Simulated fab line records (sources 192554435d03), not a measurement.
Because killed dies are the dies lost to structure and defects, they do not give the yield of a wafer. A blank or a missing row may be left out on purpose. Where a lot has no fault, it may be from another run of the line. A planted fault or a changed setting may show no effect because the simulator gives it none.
Matching of chambers :: flow n5_finfet :: N5_BEOL_M9_DEP_56 on pecvd-03: 3 sister chambers
The step deposits SiCN from 3MS/NH3, target thk 15 nm, time 26.5 s. 6 wafers are shown with their chamber, then 7 later ones without.

WAFERS, EACH WITH ITS CHAMBER
wafer: L079.5
chamber: 1
throttle_valve_pct (%): 9.5
showerhead_plenum_p_Torr (Torr): 3.656

wafer: L083.4
chamber: 0
throttle_valve_pct (%): 9.5
showerhead_plenum_p_Torr (Torr): 3.667

wafer: L083.5
chamber: 2
throttle_valve_pct (%): 8.6
showerhead_plenum_p_Torr (Torr): 3.648

wafer: L083.6
chamber: 1
throttle_valve_pct (%): 9.3
showerhead_plenum_p_Torr (Torr): 3.656

wafer: L082.1
chamber: 0
throttle_valve_pct (%): 9.2
showerhead_plenum_p_Torr (Torr): 3.653

wafer: L082.2
chamber: 2
throttle_valve_pct (%): 8.9
showerhead_plenum_p_Torr (Torr): 3.650

WAFERS WITH NO CHAMBER GIVEN
wafer: L082.4
throttle_valve_pct (%): 9.6
showerhead_plenum_p_Torr (Torr): 3.648

wafer: L090.1
throttle_valve_pct (%): 8.7
showerhead_plenum_p_Torr (Torr): 3.662

wafer: L090.4
throttle_valve_pct (%): 9.4
showerhead_plenum_p_Torr (Torr): 3.663

wafer: L090.6
throttle_valve_pct (%): 8.8
showerhead_plenum_p_Torr (Torr): 3.658

wafer: L096.2
throttle_valve_pct (%): 8.9
showerhead_plenum_p_Torr (Torr): 3.662

wafer: L096.3
throttle_valve_pct (%): 9.4
showerhead_plenum_p_Torr (Torr): 3.661

wafer: L096.4
throttle_valve_pct (%): 9.4
showerhead_plenum_p_Torr (Torr): 3.659

CHAMBER TAKEN BY EACH
wafer: L082.4
from the rows above: can't be placed: 1 or 0
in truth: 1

wafer: L090.1
from the rows above: can't be placed: 2 or 0 or 1
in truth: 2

wafer: L090.4
from the rows above: can't be placed: 0 or 1
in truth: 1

wafer: L090.6
from the rows above: can't be placed: 2 or 0 or 1
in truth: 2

wafer: L096.2
from the rows above: can't be placed: 0 or 2 or 1
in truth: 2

wafer: L096.3
from the rows above: can't be placed: 0 or 1
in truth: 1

wafer: L096.4
from the rows above: can't be placed: 0 or 1
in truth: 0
0 of 7 placed correctly. Cannot be placed on the basis of these rows: 7; the candidates contain the true chamber in 7. Wrongly placed: 0.
How it was worked out, from the rows above alone: a wafer's distance from a chamber is the root of the sum, over the readings, of the square of ((its reading less the chamber's mean) divided by the reading's scatter). If the next closest chamber is less than 2 further off than the closest, the wafer can't be placed; otherwise it belongs to the closest. A chamber's mean is the mean of its shown wafers. The scatter: the root of (the sum of the squares of (reading less its chamber's mean) over the shown wafers, divided by (wafers less chambers)).
